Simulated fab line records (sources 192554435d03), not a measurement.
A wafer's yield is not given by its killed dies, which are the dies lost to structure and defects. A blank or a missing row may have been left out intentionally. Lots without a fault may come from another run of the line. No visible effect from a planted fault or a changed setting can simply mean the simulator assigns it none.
Check of tool commonality	flow n5-finfet	Sampled: 8 lots, 24 wafers

REASON IT WAS OPENED
At N5_BEOL_M3_OCD_MEAS_38 the reading trench-depth-nm is flagged on 4 of 8 lots. No-fault wafers: 55.5 nm, standard deviation 1.2.
Rule: a lot is flagged in two cases, either no wafer of it has a number, or all its wafers with numbers fall more than 4 standard deviations from that mean. The other lots count as sound.

lot	measured	on	trench-depth-nm (nm), wafer by wafer	flag
L824	day 7 12:03	ocd-02	56.2 55.7 53.9	
L834	day 10 00:46	ocd-01	55.1 56.6 55.7	
L839	day 11 22:06	ocd-02	41.0 39.0 38.6	FLAGGED
L841	day 12 02:14	ocd-01	40.8 39.4 38.6	FLAGGED
L843	day 12 22:49	ocd-02	39.3 40.0 40.3	FLAGGED
L842	day 13 06:27	ocd-02	39.2 38.4 39.4	FLAGGED
L845	day 13 14:11	ocd-01	56.6 56.5 56.1	
L846	day 14 01:19	ocd-01	53.1 56.1 55.8	
The mean of the flagged lots' numbers is 39.5 nm, -16.0 nm from the usual (-13 standard deviations).

LOT BY LOT: THE TOOL USED
Before the reading, the record contains 4 process steps out of a 1938-step route. Read each cell as the tool, then ch plus the chambers that the sampled wafers visited, then the start.
lot	flag	N5_BEOL_M3_STRIP_19	N5_BEOL_M3_ETCH_77	N5_BEOL_M3_ETCH_69	N5_BEOL_M3_TRENCH_ETCH_37
L824		rie-diel-03 ch 1,2,3, day 7 08:22	rie-diel-05 ch 0,1, day 7 09:16	rie-diel-05 ch 0,1, day 7 09:17	rie-diel-03 ch 0,1, day 7 11:54
L834		rie-diel-05 ch 2,3, day 9 17:42	rie-diel-03 ch 1,3, day 9 18:22	rie-diel-03 ch 1,3, day 9 18:23	rie-diel-03 ch 0,1,2, day 10 00:37
L839	FLAGGED	rie-diel-03 ch 0,1,3, day 11 09:31	rie-diel-05 ch 0,1,3, day 11 10:04	rie-diel-05 ch 0,1,3, day 11 10:05	rie-diel-03 ch 0,1,3, day 11 21:57
L841	FLAGGED	rie-diel-05 ch 0,2,3, day 11 18:07	rie-diel-03 ch 0,2,3, day 11 18:40	rie-diel-03 ch 0,2,3, day 11 18:41	rie-diel-03 ch 0,2,3, day 12 02:05
L843	FLAGGED	rie-diel-03 ch 0,3, day 12 12:58	rie-diel-05 ch 0,2,3, day 12 13:35	rie-diel-05 ch 0,2,3, day 12 13:36	rie-diel-03 ch 0,2,3, day 12 22:39
L842	FLAGGED	rie-diel-04 ch 0,1, day 12 19:22	rie-diel-03 ch 0,1,3, day 12 19:55	rie-diel-03 ch 0,1,3, day 12 19:56	rie-diel-03 ch 1,2, day 13 06:18
L845		rie-diel-05 ch 0,3, day 13 07:23	rie-diel-05 ch 0,3, day 13 07:56	rie-diel-05 ch 0,3, day 13 07:57	rie-diel-04 ch 0,2, day 13 14:02
L846		rie-diel-04 ch 0,2, day 13 15:18	rie-diel-03 ch 0,1,3, day 13 15:59	rie-diel-03 ch 0,1,3, day 13 15:59	rie-diel-04 ch 0,1,3, day 14 01:10
These steps, and what they do:
- N5_BEOL_M3_STRIP_19: strips in O2.
- N5_BEOL_M3_ETCH_77: etches underlayer in N2/H2, target depth 6.5 nm, time 5.2 s.
- N5_BEOL_M3_ETCH_69: etches SiARC in CF4, target depth 15.6 nm, time 26 s.
- N5_BEOL_M3_TRENCH_ETCH_37: etches SiOC in C4F6/O2, target depth 55.555 nm, time 29.2 s.
- N5_BEOL_M3_OCD_MEAS_38

FLAGGED OVER TOTAL, TOOL BY TOOL (the gauges that took the reading come last)
step	tool	lots run	flagged	share of the flagged lots	sound lots run after its first flagged lot
N5_BEOL_M3_STRIP_19	rie-diel-03	3	2	some	0
N5_BEOL_M3_STRIP_19	rie-diel-04	2	1	some	1 (L846)
N5_BEOL_M3_STRIP_19	rie-diel-05	3	1	some	1 (L845)
N5_BEOL_M3_ETCH_77	rie-diel-03	4	2	some	1 (L846)
N5_BEOL_M3_ETCH_77	rie-diel-05	4	2	some	1 (L845)
N5_BEOL_M3_ETCH_69	rie-diel-03	4	2	some	1 (L846)
N5_BEOL_M3_ETCH_69	rie-diel-05	4	2	some	1 (L845)
N5_BEOL_M3_TRENCH_ETCH_37	rie-diel-03	6	4	all	0
N5_BEOL_M3_TRENCH_ETCH_37	rie-diel-04	2	0	none	-
N5_BEOL_M3_OCD_MEAS_38	ocd-01	4	1	some	2 (L845,L846)
N5_BEOL_M3_OCD_MEAS_38	ocd-02	4	3	some	0

WHAT THE TABLE ALLOWS
1 row of the table ran every flagged lot: rie-diel-03 at N5_BEOL_M3_TRENCH_ETCH_37.
- rie-diel-03 at N5_BEOL_M3_TRENCH_ETCH_37: 4 of its 6 lots flagged. It ran its last sound lot, L834, at day 10 00:37 and its first flagged lot, L839, at day 11 21:57: a fault with its onset between the two fits. Its own readings lie more than 4 standard deviations out on every wafer of the flagged lots: rf-fwd-power-W, rf-vpp-V.
What remains is a single tool, rie-diel-03 at N5_BEOL_M3_TRENCH_ETCH_37.

WHAT THE SIMULATOR HAD INSERTED
Drift in process parameters on rie-diel-03 at N5_BEOL_M3_TRENCH_ETCH_37, starting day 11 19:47. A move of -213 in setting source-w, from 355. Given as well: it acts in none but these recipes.
Struck lots among those shown: L839, L841, L843, L842. The rule above reached the same finding.
